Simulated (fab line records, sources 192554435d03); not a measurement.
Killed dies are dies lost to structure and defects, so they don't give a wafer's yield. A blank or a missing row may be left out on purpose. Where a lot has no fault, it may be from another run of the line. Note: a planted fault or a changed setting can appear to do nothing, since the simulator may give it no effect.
8D (eight disciplines) problem report, filled in by code    flow n5_finfet    the parts of the form that need people (team, actions taken, sign-off) are left out

## 1. THE PROBLEM
At N5_MIM_BOT_ETCH_ETCH_04, rf_fwd_power_W averages 659.4 W over 9 wafers from 3 lots, while fault-free wafers read 531.7 W, standard deviation 1.8. That puts it +71 standard deviations away from the usual mean.
The step: etches SiNx in CF4/O2, target depth 26 nm, time 13 s.
Earliest sighting: wafer L773.3 on rie_diel-01 at day 14 06:07. Wafers with a number at this step in the record: 21, from 7 lots. Rule for "out", or "out of limits": more than 4 standard deviations from the usual mean. All remaining wafers that have a number are taken as sound.

## 2. WHAT IT IS; WHAT IT IS NOT
question                     is                      is not
which readings at this step  rf_fwd_power_W          drypump_motor_current_A, showerhead_plenum_p_Torr, throttle_valve_pct
which lots                   L773, L775, L777        L761, L764, L765, L768
which wafers of those lots   all that have a number  -
read on which tools          rie_diel-01             rie_diel-04
when                         from day 14 06:07       up to then (12 sound wafers)

## 3. THE SUSPECTS, EACH WITH WHAT RULES IT OUT
Counting: any tool at a process step up to the reading is kept as a suspect provided that every lot that is out went through it and no sound lot did after the first of them.
- rie_diel-01 at N5_MIM_BOT_LITHO_DESCUM_10 (chemistry O2, time 7.9 s): kept. It ran every lot that is out, first L773 (day 14 06:03), and no sound lot after that; its last sound lot up to then is L765 (day 12 07:35).
- rie_diel-01 at N5_MIM_BOT_ETCH_ETCH_04 (etches SiNx in CF4/O2, target depth 26 nm, time 13 s): kept. It ran every lot that is out, first L773 (day 14 06:07), and no sound lot after that; its last sound lot up to then is L765 (day 12 07:39). On those wafers its own readings are out: rf_fwd_power_W.
After counting, rie_diel-01 at N5_MIM_BOT_LITHO_DESCUM_10 and rie_diel-01 at N5_MIM_BOT_ETCH_ETCH_04 remain.

## 4. THE CAUSE (what the simulator had put in)
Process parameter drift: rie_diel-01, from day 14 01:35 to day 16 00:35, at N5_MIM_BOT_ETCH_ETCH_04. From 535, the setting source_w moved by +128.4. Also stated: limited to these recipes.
2 suspects survive the count, and this tool is in that group.

## 5. SEQUENCE OF EFFECTS, ordered by route
One row per reading whose mean, taken over the struck wafers that have a number, lies over 3 standard deviations from the usual. Only readings whose record carries a usual standard deviation are examined. hours: median over the lots of the time between each lot's start at the first step of this table that gives one and its start at this step. sigmas: the change, counted in usual standard deviations.
hours  step                     reading         usual      on struck wafers  change  sigmas
0      N5_MIM_BOT_ETCH_ETCH_04  oes_f_703_au    0.82 a.u.  1.07              +0.25   +3.0
0      N5_MIM_BOT_ETCH_ETCH_04  rf_fwd_power_W  531.7 W    659.4             +127.7  +71
0      N5_MIM_BOT_ETCH_ETCH_04  rf_vpp_V        242 V      217               -25     -3.1
It contains these process steps:
- N5_MIM_BOT_ETCH_ETCH_04: etches SiNx in CF4/O2, target depth 26 nm, time 13 s.

## 6. HOW IT WOULD HAVE BEEN CAUGHT EARLIER
First out-of-limits reading in this record: day 14 06:07, which is 5 hours after fault onset at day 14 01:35.
